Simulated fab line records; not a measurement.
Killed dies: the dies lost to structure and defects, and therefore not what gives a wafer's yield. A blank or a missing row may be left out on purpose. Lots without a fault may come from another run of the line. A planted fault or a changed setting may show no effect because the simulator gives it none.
Matching of chambers    flow nand harc    NHARC_A_M0_STRIP_18 on rie diel-09: 4 sister chambers
The step strips in N2/H2. 14 wafers are shown with their chamber, then 7 later ones without.

EACH WAFER AND ITS CHAMBER
wafer   chamber  drypump motor current A (A)  rf vpp V (V)  oes product au (a.u.)
L996.1  1        5.9                          88.8          1.006
L996.2  0        5.6                          90.5          1.000
L996.6  1        5.8                          91.7          1.003
L999.1  3        6.4                          89.0          0.999
L999.5  3        6.4                          89.6          1.003
L999.6  2        5.9                          90.0          0.996
L998.2  0        5.6                          90.6          0.990
L998.3  2        5.9                          88.6          1.012
L998.4  1        5.8                          90.4          0.993
L104.1  0        5.6                          90.5          0.998
L104.2  1        5.8                          91.1          0.998
L104.4  1        5.8                          89.5          1.003
L109.4  3        6.4                          88.8          0.996
L109.5  0        5.6                          90.8          0.982

SIGNATURES (averages over the wafers above)
reading                  chamber 0  chamber 1  chamber 2  chamber 3  scatter within a chamber
drypump motor current A  5.600      5.820      5.900      6.400      0.0283
rf vpp V                 90.600     90.300     89.300     89.133     0.83
oes product au           0.99250    1.00060    1.00400    0.99933    0.00679
Rule: a wafer lies at a distance from a chamber equal to the root of the sum of squares, over the readings, of (its reading less the chamber's mean, divided by the reading's scatter). If the next closest chamber is less than 2 further off than the closest, the wafer can't be placed; otherwise it belongs to the closest. The scatter: the root of (the sum of the squares of (reading less its chamber's mean) over the shown wafers, divided by (wafers less chambers)).

WAFERS WITHOUT THEIR CHAMBER
wafer   drypump motor current A (A)  rf vpp V (V)  oes product au (a.u.)
L109.6  6.4                          91.9          1.000
L117.1  5.6                          91.3          1.002
L117.2  5.9                          91.0          1.003
L117.5  6.4                          91.6          1.000
L119.1  5.9                          90.0          1.012
L119.2  5.6                          89.7          0.992
L119.4  5.8                          92.1          1.015

THE CHAMBER EACH PASSED THROUGH
wafer   from the rows above      in truth
L109.6  3                        3
L117.1  0                        0
L117.2  can't be placed: 2 or 1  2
L117.5  3                        3
L119.1  can't be placed: 2 or 1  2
L119.2  0                        0
L119.4  1                        1
Placed correctly: 5 of 7. From these rows, 2 cannot be placed; in 2 the true chamber is one of the candidates. Number placed wrongly: 0.
